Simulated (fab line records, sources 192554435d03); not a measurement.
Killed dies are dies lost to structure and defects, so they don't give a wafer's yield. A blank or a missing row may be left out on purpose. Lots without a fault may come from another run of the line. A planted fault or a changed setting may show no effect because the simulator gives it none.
Split-lot experiment | flow n5_finfet | 7 lots, 21 wafers read, on a route of 1938 steps

THE SPLIT
At N5_BEOL_M2_COAT_67 (time 60 s, resist thk 60 nm), the setting spin_rpm was moved away from the recipe's 1500 rpm on 6 of the 21 wafers read, by -8.6% to +10.9%. The other wafers ran this setting at the recipe's value.

FROM THE SPLIT TO THE READING: what the file shows between them, 1 step
- N5_BEOL_M2_ETCHBACK_99: etches SiO2 in CHF3, target depth 5 nm, time 10.4 s (also split here: time_s)

THE READING
etch.depth_nm (the simulator's own value, which no gauge read), in nm, at N5_BEOL_M2_ETCH_70 (etches SOC in N2/H2, target depth 80 nm, overetch 24 nm, time 130 s). The file gives no usual value for it. The 15 wafers here that ran the recipe average 59.95 nm, standard deviation 0.096 nm.

wafer  | tool, chamber at the split | spin_rpm as run, rpm | against the recipe | etch.depth_nm, nm | against lot-mates on the recipe
L077.1 | litho_track-04, 0          | 1500                 | recipe             | 59.99             | -
L077.2 | litho_track-04, 0          | 1500                 | recipe             | 59.93             | -
L077.5 | litho_track-04, 0          | 1500                 | recipe             | 59.92             | -
L078.1 | litho_track-01, 0          | 1500                 | recipe             | 59.99             | -
L078.4 | litho_track-01, 0          | 1457                 | -2.9%              | 61.04             | +1.05
L078.6 | litho_track-01, 0          | 1457                 | -2.9%              | 61.2              | +1.21
L086.2 | litho_track-01, 0          | 1500                 | recipe             | 59.93             | -
L086.4 | litho_track-01, 0          | 1500                 | recipe             | 59.94             | -
L086.5 | litho_track-01, 0          | 1500                 | recipe             | 60                | -
L087.2 | litho_track-02, 0          | 1500                 | recipe             | 60.05             | -
L087.3 | litho_track-02, 0          | 1500                 | recipe             | 60.12             | -
L087.5 | litho_track-02, 0          | 1500                 | recipe             | 60.11             | -
L093.1 | litho_track-01, 0          | 1500                 | recipe             | 59.81             | -
L093.2 | litho_track-01, 0          | 1500                 | recipe             | 59.93             | -
L093.6 | litho_track-01, 0          | 1371                 | -8.6%              | 62.8              | +2.93
L094.3 | litho_track-02, 0          | 1564                 | +4.3%              | 58.59             | -1.21
L094.4 | litho_track-02, 0          | 1500                 | recipe             | 59.8              | -
L094.5 | litho_track-02, 0          | 1500                 | recipe             | 59.81             | -
L097.3 | litho_track-04, 0          | 1663                 | +10.9%             | 56.95             | -2.93
L097.4 | litho_track-04, 0          | 1500                 | recipe             | 59.88             | -
L097.6 | litho_track-04, 0          | 1663                 | +10.9%             | 56.84             | -3.04

THE FIT
A straight line over all 21 wafers: etch.depth_nm changes by -0.302 nm for each +1% of spin_rpm; r = -0.99; the points scatter about the line by 0.15 nm.
The same after taking each lot's own level away (the mean of its wafers on the recipe; 21 wafers): -0.297 nm for each +1%; r = -0.99; scatter 0.14 nm.
On that fit, the largest move of spin_rpm shifts the reading by 3.2 nm.
The lots' own levels span 59.805 to 60.093 nm, that is 3.0 times the standard deviation above.
So the lot-to-lot level changes the slope little: the two slopes agree.
Check: with one of the wafers moved furthest among these (+10.9%) left out of the fit, the line predicts -3.29 nm for it against its lot-mates. It came out at -2.93 nm against them.

OTHER SPLITS ON THESE WAFERS
These wafers also went through other splits before the reading. Each is held against what the fit with the lots' levels taken away leaves over:
other split on the same wafers           | wafers away from the commonest value | r with etch.depth_nm (lot level and that fit taken away)
N5_GATE_CUT_COAT_35 spin_rpm             | 11                                   | -0.09
N5_MOL_CONTACT_COAG_COAT_76 spin_rpm     | 8                                    | +0.14
N5_MOL_CONTACT_COAG_CVD_140 target_thk_a | 4                                    | +0.21
N5_BEOL_M0_SAQP_PECVD_04 time_s          | 5                                    | +0.03
N5_BEOL_M0_CUTY_EXPOSE_54 dose_mj        | 11                                   | -0.06
N5_BEOL_M0_ETCH_138 bias_w               | 8                                    | +0.22
N5_BEOL_M1_COAT_73 spin_rpm              | 6                                    | +0.03
N5_BEOL_M2_ETCH_64 bias_w                | 7                                    | -0.02
N5_BEOL_M2_ETCHBACK_99 time_s            | 7                                    | +0.06

THE WHOLE CHAIN: every reading that the file lists as answering this split, in the file's order
step               | what it does                                                        | reading                                                                        | change (the file's fit)               | r (the file's)
N5_BEOL_M2_COAT_67 | time 60 s, resist thk 60 nm                                         | SOC_of_BEOL_M2_COAT_67.thk_nm (the simulator's own value, which no gauge read) | -0.296 nm for each +1% of the setting | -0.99
N5_BEOL_M2_ETCH_70 | etches SOC in N2/H2, target depth 80 nm, overetch 24 nm, time 130 s | etch.depth_nm (the simulator's own value, which no gauge read)                 | -0.302 nm for each +1% of the setting | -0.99

THE FILE'S OWN FIT
etch.depth_nm changes by -0.302 nm for each +1% of spin_rpm, r = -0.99.
